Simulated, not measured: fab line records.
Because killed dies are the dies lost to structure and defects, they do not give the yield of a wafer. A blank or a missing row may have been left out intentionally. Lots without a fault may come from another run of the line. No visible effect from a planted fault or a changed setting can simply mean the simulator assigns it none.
A single fault, viewed from 2 desks + flow nand_harc + each desk has only its own numbers; what lay behind them comes last

== THE METROLOGY DESK ==
What the gauges read, lot by lot, whatever tool the lot ran on: means of the sampled wafers that have a number. If a lot's mean is further than 4 standard deviations from the usual mean, the lot is out of limits and carries the mark OUT (the distance appears in the brackets).
Columns: A = thk_nm at NHARC_A_M0_THK_MEAS_24, usual 114.0 nm
| lot  | first seen here | A     |
|------|-----------------|-------|
| L265 | day 17 11:47    | 114.0 |
| L268 | day 17 21:41    | 113.8 |
| L266 | day 17 22:53    | 111.4 |
| L270 | day 18 00:14    | 114.9 |
| L273 | day 19 13:43    | 113.3 |
| L272 | day 19 16:37    | 114.6 |
| L276 | day 20 13:11    | 113.4 |
| L280 | day 21 15:04    | 114.4 |
| L281 | day 21 21:49    | 115.4 |
| L279 | day 21 22:13    | 116.0 |
| L287 | day 23 10:08    | 114.2 |
Finding of this desk: none of the 11 lots has anything out of limits.

== TOOL OWNER'S DESK, pvd_sputter-01 ==
The tool's own readings at NHARC_A_M0_PVD_20 (deposits TaN, target thk 5 nm, time 8.06 s): means of the sampled wafers that have a number, for each lot that ran on this tool. If a lot's mean is further than 4 standard deviations from the usual mean, the lot is out of limits and carries the mark OUT (the distance appears in the brackets).
Columns: A = chamber_pressure_pa at NHARC_A_M0_PVD_20, usual 0.11999 Pa; B = throttle_valve_pct at NHARC_A_M0_PVD_20, usual 30.2 %
| lot  | first seen here | A       | B    |
|------|-----------------|---------|------|
| L272 | day 19 15:19    | 0.11983 | 30.0 |
| L276 | day 20 11:54    | 0.11999 | 31.2 |
| L279 | day 21 20:56    | 0.11982 | 30.5 |
Finding of this desk: none of the 3 lots has anything out of limits.

== ALL TOGETHER ==
Nothing out of limits was seen by the metrology desk.
The tool owner's desk saw nothing out of limits.

== WHAT THE SIMULATOR HAD PUT IN ==
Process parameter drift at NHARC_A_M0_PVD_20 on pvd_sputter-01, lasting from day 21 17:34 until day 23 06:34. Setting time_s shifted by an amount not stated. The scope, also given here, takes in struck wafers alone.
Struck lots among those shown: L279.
